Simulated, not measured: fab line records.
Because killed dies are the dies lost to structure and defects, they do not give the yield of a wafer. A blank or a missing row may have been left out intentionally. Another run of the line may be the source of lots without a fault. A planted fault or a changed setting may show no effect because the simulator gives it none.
Which tool was responsible? + flow n5Finfet + 72 wafers from 24 lots sampled at 4 of the route's 1938 steps

WHAT THE GAUGES READ, wafer by wafer
N5_BEOL_M15_OVL_MEAS_29. Usual: for M15_OVL the level is -1 nm and the standard deviation is 5.
| lot  | measured     | on         | M15_OVL (nm) | flag |
|------|--------------|------------|--------------|------|
| L074 | day 11 05:19 | overlay-01 | -3 2 -4      |      |
| L076 | day 11 14:05 | overlay-01 | -2 -6 1      |      |
| L075 | day 11 17:11 | overlay-02 | 12 8 5       |      |
| L078 | day 12 08:33 | overlay-01 | -3 -2 -2     |      |
| L077 | day 12 15:06 | overlay-01 | -1 4 -1      |      |
| L079 | day 13 02:31 | overlay-02 | -5 5 -1      |      |
| L080 | day 13 15:08 | overlay-01 | -12 -5 -8    |      |
| L083 | day 13 15:38 | overlay-01 | -9 -2 -3     |      |
| L081 | day 13 18:50 | overlay-01 | -2 7 1       |      |
| L082 | day 13 16:38 | overlay-02 | 4 -1 -1      |      |
| L085 | day 14 03:32 | overlay-02 | 11 5 4       |      |
| L084 | day 14 04:57 | overlay-02 | -2 -1 -2     |      |
| L086 | day 15 00:28 | overlay-02 | 5 6 1        |      |
| L088 | day 15 00:49 | overlay-02 | -2 -3 -2     |      |
| L087 | day 15 05:49 | overlay-01 | 4 5 2        |      |
| L090 | day 15 12:08 | overlay-02 | -2 -4 -4     |      |
| L092 | day 15 14:15 | overlay-02 | -6 -10 -7    |      |
| L089 | day 15 17:11 | overlay-02 | 4 1 6        |      |
| L091 | day 15 18:40 | overlay-02 | -1 -12 -9    |      |
| L093 | day 16 09:13 | overlay-01 | 0 -4 0       |      |
| L095 | day 16 12:12 | overlay-02 | 6 -2 -3      |      |
| L094 | day 16 12:22 | overlay-02 | 2 0 2        |      |
| L097 | day 17 00:59 | overlay-01 | 4 -2 -9      |      |
| L096 | day 17 05:24 | overlay-01 | 0 6 6        |      |

N5_BEOL_M15_RS_MEAS_54: measurement is done with a four-point probe. Usual: for M15_RS the level is 0.0216 ohm/sq and the standard deviation is 0.00045.
| lot  | measured     | on           | M15_RS (ohm/sq)      | flag |
|------|--------------|--------------|----------------------|------|
| L074 | day 11 09:40 | filmMetro-02 | 0.0215 0.0219 0.0220 |      |
| L076 | day 11 20:38 | filmMetro-02 | 0.0214 0.0220 0.0215 |      |
| L075 | day 11 21:27 | filmMetro-02 | 0.0221 0.0217 0.0220 |      |
| L078 | day 12 12:58 | filmMetro-02 | 0.0211 0.0218 0.0223 |      |
| L077 | day 12 18:44 | filmMetro-02 | 0.0215 0.0219 0.0225 |      |
| L079 | day 13 06:31 | filmMetro-01 | 0.0209 0.0224 0.0216 |      |
| L080 | day 13 19:19 | filmMetro-02 | 0.0222 0.0223 0.0213 |      |
| L083 | day 13 20:07 | filmMetro-01 | 0.0214 0.0209 0.0214 |      |
| L081 | day 13 22:28 | filmMetro-02 | 0.0212 0.0212 0.0211 |      |
| L082 | day 13 20:24 | filmMetro-01 | 0.0215 0.0210 0.0213 |      |
| L085 | day 14 09:35 | filmMetro-01 | 0.0223 0.0217 0.0208 |      |
| L084 | day 14 09:45 | filmMetro-02 | 0.0216 0.0217 0.0215 |      |
| L086 | day 15 04:14 | filmMetro-01 | 0.0223 0.0221 0.0218 |      |
| L088 | day 15 06:25 | filmMetro-02 | 0.0225 0.0219 0.0225 |      |
| L087 | day 15 09:25 | filmMetro-02 | 0.0216 0.0215 0.0219 |      |
| L090 | day 15 18:53 | filmMetro-01 | 0.0219 0.0216 0.0214 |      |
| L092 | day 15 20:23 | filmMetro-01 | 0.0208 0.0216 0.0216 |      |
| L089 | day 15 22:14 | filmMetro-02 | 0.0215 0.0220 0.0215 |      |
| L091 | day 15 22:20 | filmMetro-01 | 0.0217 0.0208 0.0223 |      |
| L093 | day 16 12:44 | filmMetro-01 | 0.0219 0.0218 0.0211 |      |
| L095 | day 16 16:04 | filmMetro-02 | 0.0212 0.0211 0.0212 |      |
| L094 | day 16 19:56 | filmMetro-01 | 0.0217 0.0217 0.0211 |      |
| L097 | day 17 05:46 | filmMetro-02 | 0.0220 0.0216 0.0215 |      |
| L096 | day 17 10:55 | filmMetro-01 | 0.0217 0.0224 0.0218 |      |

WHICH TOOL RAN EACH LOT (tool, then ch and the chambers of the sampled wafers, then the start)
| lot  | N5_BEOL_M14_ETCH_68               | N5_BEOL_M15_PRE_CLEAN_42    |
|------|-----------------------------------|-----------------------------|
| L074 | rieDiel-06 ch 0,2,3, day 10 22:19 | pvdSputter-03, day 11 08:23 |
| L076 | rieDiel-06 ch 0,1, day 11 08:30   | pvdSputter-03, day 11 19:16 |
| L075 | rieDiel-04 ch 0,2,3, day 11 12:09 | pvdSputter-01, day 11 19:52 |
| L078 | rieDiel-04 ch 1,2, day 12 03:29   | pvdSputter-02, day 12 11:35 |
| L077 | rieDiel-04 ch 0,2,3, day 12 09:55 | pvdSputter-01, day 12 17:12 |
| L079 | rieDiel-06 ch 0,3, day 12 14:53   | pvdSputter-02, day 13 05:04 |
| L080 | rieDiel-04 ch 0,1,3, day 13 09:05 | pvdSputter-02, day 13 18:01 |
| L083 | rieDiel-04 ch 0,1,3, day 13 09:32 | pvdSputter-02, day 13 18:28 |
| L081 | rieDiel-06 ch 1,2, day 13 09:42   | pvdSputter-02, day 13 21:11 |
| L082 | rieDiel-01 ch 0,2,3, day 13 10:02 | pvdSputter-03, day 13 18:54 |
| L085 | rieDiel-01 ch 2,3, day 13 21:54   | pvdSputter-02, day 14 08:15 |
| L084 | rieDiel-06 ch 0,1,2, day 14 00:44 | pvdSputter-03, day 14 08:15 |
| L086 | rieDiel-04 ch 0,2,3, day 14 15:04 | pvdSputter-03, day 15 02:18 |
| L088 | rieDiel-01 ch 2,3, day 14 17:05   | pvdSputter-02, day 15 04:43 |
| L087 | rieDiel-01 ch 0,2, day 14 23:46   | pvdSputter-01, day 15 08:02 |
| L090 | rieDiel-04 ch 0,1,3, day 15 07:12 | pvdSputter-02, day 15 17:37 |
| L092 | rieDiel-04 ch 1,3, day 15 08:43   | pvdSputter-01, day 15 19:05 |
| L089 | rieDiel-01 ch 0,1,2, day 15 08:49 | pvdSputter-03, day 15 20:57 |
| L091 | rieDiel-01 ch 2,3, day 15 09:24   | pvdSputter-02, day 15 21:03 |
| L093 | rieDiel-06 ch 0,1,2, day 16 04:11 | pvdSputter-03, day 16 11:19 |
| L095 | rieDiel-01 ch 0,2, day 16 04:20   | pvdSputter-01, day 16 14:46 |
| L094 | rieDiel-06 ch 1,2,3, day 16 05:26 | pvdSputter-03, day 16 18:40 |
| L097 | rieDiel-04 ch 0,1,2, day 16 18:29 | pvdSputter-03, day 17 04:29 |
| L096 | rieDiel-01 ch 0,1,2, day 16 22:43 | pvdSputter-01, day 17 09:23 |
- N5_BEOL_M14_ETCH_68: etches SOC in N2/H2, time 450 s.
- N5_BEOL_M15_PRE_CLEAN_42: time 30 s.

AS READ BY THE TOOLS THEMSELVES (means over the sampled wafers that have a number; for cases with no such wafer, the mark the record gives instead)
N5_BEOL_M14_ETCH_68. Usual: chamberPressureMTorr 30.00 mTorr, standard deviation 0.031; drypumpMotorCurrentA 5.7 A, standard deviation 0.34; h2FlowSccm 200.0 sccm, standard deviation 0.56; oesProductAu 0.80 a.u., standard deviation 0.075; rfFwdPowerW 2995 W, standard deviation 9; rfVppV 524.0 V, standard deviation 1.9; showerheadPlenumPTorr 2.55 Torr, standard deviation 0.072; tempC 39.99 C, standard deviation 0.11; throttleValvePct 17.73 %, standard deviation 0.21.
| lot  | tool       | chamberPressureMTorr (mTorr) | drypumpMotorCurrentA (A) | h2FlowSccm (sccm) | oesProductAu (a.u.) | rfFwdPowerW (W) | rfVppV (V) | showerheadPlenumPTorr (Torr) | tempC (C) | throttleValvePct (%) | flag |
|------|------------|------------------------------|--------------------------|-------------------|---------------------|-----------------|------------|------------------------------|-----------|----------------------|------|
| L074 | rieDiel-06 | 30.00                        | 5.8                      | 200.2             | 0.80                | 2989            | 523.2      | 2.53                         | 40.00     | 17.69                |      |
| L076 | rieDiel-06 | 30.03                        | 5.8                      | 200.1             | 0.93                | 2995            | 524.4      | 2.56                         | 39.95     | 17.56                |      |
| L075 | rieDiel-04 | 30.00                        | 6.0                      | 200.3             | 0.77                | 3000            | 524.0      | 2.55                         | 39.95     | 17.58                |      |
| L078 | rieDiel-04 | 30.01                        | 5.5                      | 200.4             | 0.68                | 2987            | 523.2      | 2.53                         | 39.96     | 17.61                |      |
| L077 | rieDiel-04 | 29.99                        | 6.0                      | 199.9             | 0.76                | 3005            | 524.4      | 2.54                         | 39.97     | 17.61                |      |
| L079 | rieDiel-06 | 29.97                        | 5.9                      | 200.6             | 0.79                | 2995            | 523.3      | 2.52                         | 39.87     | 17.63                |      |
| L080 | rieDiel-04 | 29.99                        | 5.9                      | 199.9             | 0.75                | 2993            | 522.5      | 2.50                         | 40.11     | 17.60                |      |
| L083 | rieDiel-04 | 30.04                        | 5.9                      | 199.8             | 0.75                | 2993            | 522.7      | 2.50                         | 40.04     | 17.61                |      |
| L081 | rieDiel-06 | 29.99                        | 5.8                      | 199.7             | 0.83                | 2998            | 524.1      | 2.55                         | 40.04     | 17.75                |      |
| L082 | rieDiel-01 | 29.99                        | 5.5                      | 200.0             | 0.83                | 2994            | 525.7      | 2.63                         | 39.98     | 17.93                |      |
| L085 | rieDiel-01 | 29.99                        | 5.7                      | 200.5             | 0.83                | 2990            | 525.8      | 2.61                         | 40.09     | 17.94                |      |
| L084 | rieDiel-06 | 29.98                        | 5.7                      | 200.0             | 0.82                | 2994            | 523.9      | 2.53                         | 39.88     | 17.70                |      |
| L086 | rieDiel-04 | 29.99                        | 5.9                      | 199.8             | 0.74                | 2996            | 523.6      | 2.54                         | 40.09     | 17.64                |      |
| L088 | rieDiel-01 | 30.03                        | 5.6                      | 199.7             | 0.82                | 3000            | 525.3      | 2.60                         | 39.98     | 17.96                |      |
| L087 | rieDiel-01 | 29.99                        | 5.4                      | 200.5             | 0.82                | 3007            | 525.7      | 2.64                         | 40.04     | 17.95                |      |
| L090 | rieDiel-04 | 30.01                        | 5.9                      | 200.3             | 0.82                | 3002            | 522.5      | 2.49                         | 40.00     | 17.49                |      |
| L092 | rieDiel-04 | 30.02                        | 5.7                      | 199.5             | 0.86                | 2997            | 522.6      | 2.46                         | 40.02     | 17.34                |      |
| L089 | rieDiel-01 | 29.99                        | 5.5                      | 200.2             | 0.87                | 2998            | 527.1      | 2.64                         | 39.98     | 17.96                |      |
| L091 | rieDiel-01 | 30.00                        | 5.6                      | 199.4             | 0.81                | 2984            | 525.4      | 2.60                         | 40.05     | 17.97                |      |
| L093 | rieDiel-06 | 29.99                        | 5.7                      | 200.1             | 0.79                | 2996            | 523.8      | 2.53                         | 40.02     | 17.74                |      |
| L095 | rieDiel-01 | 30.00                        | 5.4                      | 200.5             | 0.80                | 3006            | 525.3      | 2.63                         | 40.02     | 17.96                |      |
| L094 | rieDiel-06 | 29.99                        | 5.9                      | 199.9             | 0.80                | 3004            | 523.8      | 2.54                         | 39.88     | 17.71                |      |
| L097 | rieDiel-04 | 30.01                        | 5.7                      | 200.4             | 0.88                | 3000            | 524.8      | 2.55                         | 40.04     | 17.40                |      |
| L096 | rieDiel-01 | 30.01                        | 5.5                      | 199.6             | 0.84                | 2997            | 525.9      | 2.63                         | 39.92     | 17.98                |      |

N5_BEOL_M15_PRE_CLEAN_42. Usual: 457 W for heaterPowerW, sd 25.
| lot  | tool          | heaterPowerW (W) | flag |
|------|---------------|------------------|------|
| L074 | pvdSputter-03 | 473              |      |
| L076 | pvdSputter-03 | 471              |      |
| L075 | pvdSputter-01 | 409              |      |
| L078 | pvdSputter-02 | 461              |      |
| L077 | pvdSputter-01 | 431              |      |
| L079 | pvdSputter-02 | 449              |      |
| L080 | pvdSputter-02 | 458              |      |
| L083 | pvdSputter-02 | 455              |      |
| L081 | pvdSputter-02 | 458              |      |
| L082 | pvdSputter-03 | 482              |      |
| L085 | pvdSputter-02 | 442              |      |
| L084 | pvdSputter-03 | 473              |      |
| L086 | pvdSputter-03 | 460              |      |
| L088 | pvdSputter-02 | 446              |      |
| L087 | pvdSputter-01 | 446              |      |
| L090 | pvdSputter-02 | 445              |      |
| L092 | pvdSputter-01 | 416              |      |
| L089 | pvdSputter-03 | 467              |      |
| L091 | pvdSputter-02 | 459              |      |
| L093 | pvdSputter-03 | 469              |      |
| L095 | pvdSputter-01 | 470              |      |
| L094 | pvdSputter-03 | 464              |      |
| L097 | pvdSputter-03 | 467              |      |
| L096 | pvdSputter-01 | 457              |      |

THE ANSWER, worked out from the rows above alone
Rule: a lot counts as off when the mean over its wafers that have a number is more than 3 standard deviations away from the usual mean. Also off: a lot with no number at a reading for which 4 or more lots have one. All remaining lots with rows at the step are treated as sound. Order of review: gauges by route order, followed by the tools' own readings, for which a lot's mean as printed above is used. At the first step where some lot is off, the reading lying furthest off is the one used; lots without a number count as furthest.
No lot is off on any of the readings shown, so nothing can be concluded from this.

WHAT HAD BEEN PUT IN BY THE SIMULATOR
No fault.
